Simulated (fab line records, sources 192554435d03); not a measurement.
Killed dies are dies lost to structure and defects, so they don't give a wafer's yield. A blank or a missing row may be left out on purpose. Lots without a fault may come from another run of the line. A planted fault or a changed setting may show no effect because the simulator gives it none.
Chamber matching | flow n5_finfet | N5_BEOL_M5_STRIP_64 on rie_diel-03: 4 sister chambers
The step strips in CF4. 16 wafers are shown with their chamber, then 8 later ones without.

WAFERS WITH THEIR CHAMBER
wafer  | chamber | throttle_valve_pct (%) | drypump_motor_current_A (A) | oes_product_au (a.u.)
L075.2 | 2       | 13.90                  | 5.3                         | 0.74
L075.3 | 1       | 13.48                  | 5.9                         | 0.94
L075.5 | 2       | 13.88                  | 5.3                         | 0.74
L078.1 | 1       | 13.48                  | 5.9                         | 0.92
L078.2 | 0       | 13.68                  | 5.4                         | 0.73
L078.3 | 2       | 13.89                  | 5.3                         | 0.75
L082.1 | 3       | 14.03                  | 5.5                         | 0.72
L082.2 | 2       | 13.91                  | 5.3                         | 0.73
L082.3 | 0       | 13.68                  | 5.4                         | 0.72
L082.4 | 1       | 13.49                  | 6.0                         | 0.88
L082.5 | 3       | 14.01                  | 5.5                         | 0.72
L082.6 | 0       | 13.69                  | 5.4                         | 0.72
L088.2 | 2       | 13.93                  | 5.4                         | 0.73
L088.5 | 2       | 13.92                  | 5.3                         | 0.72
L088.6 | 1       | 13.52                  | 5.9                         | 0.87
L091.3 | 2       | 13.94                  | 5.3                         | 0.72

SIGNATURES (means of the wafers above)
reading                 | chamber 0 | chamber 1 | chamber 2 | chamber 3 | scatter within a chamber
throttle_valve_pct      | 13.6833   | 13.4925   | 13.9100   | 14.0200   | 0.0186
drypump_motor_current_A | 5.400     | 5.925     | 5.314     | 5.500     | 0.0366
oes_product_au          | 0.7233    | 0.9025    | 0.7329    | 0.7200    | 0.0184
Rule: a wafer's distance from a chamber is the root of the sum, over the readings, of the square of ((its reading less the chamber's mean) divided by the reading's scatter). The wafer belongs to the nearest chamber; if the next one is less than 2 further off, it can't be placed. The scatter: the root of (the sum of the squares of (reading less its chamber's mean) over the shown wafers, divided by (wafers less chambers)).

WAFERS WITHOUT THEIR CHAMBER
wafer  | throttle_valve_pct (%) | drypump_motor_current_A (A) | oes_product_au (a.u.)
L091.4 | 13.53                  | 5.9                         | 0.87
L091.6 | 13.54                  | 6.0                         | 0.87
L092.4 | 13.73                  | 5.4                         | 0.71
L092.5 | 13.96                  | 5.3                         | 0.72
L092.6 | 13.55                  | 5.9                         | 0.85
L090.2 | 13.96                  | 5.3                         | 0.72
L090.3 | 14.06                  | 5.5                         | 0.71
L090.4 | 13.75                  | 5.4                         | 0.70

WHICH CHAMBER EACH WENT THROUGH
wafer  | from the rows above | in truth
L091.4 | 1                   | 1
L091.6 | 1                   | 1
L092.4 | 0                   | 0
L092.5 | 2                   | 2
L092.6 | 1                   | 1
L090.2 | 2                   | 2
L090.3 | 3                   | 3
L090.4 | 0                   | 0
Placed correctly: 8 of 8. Can't be placed from these rows: 0. Placed wrongly: 0.
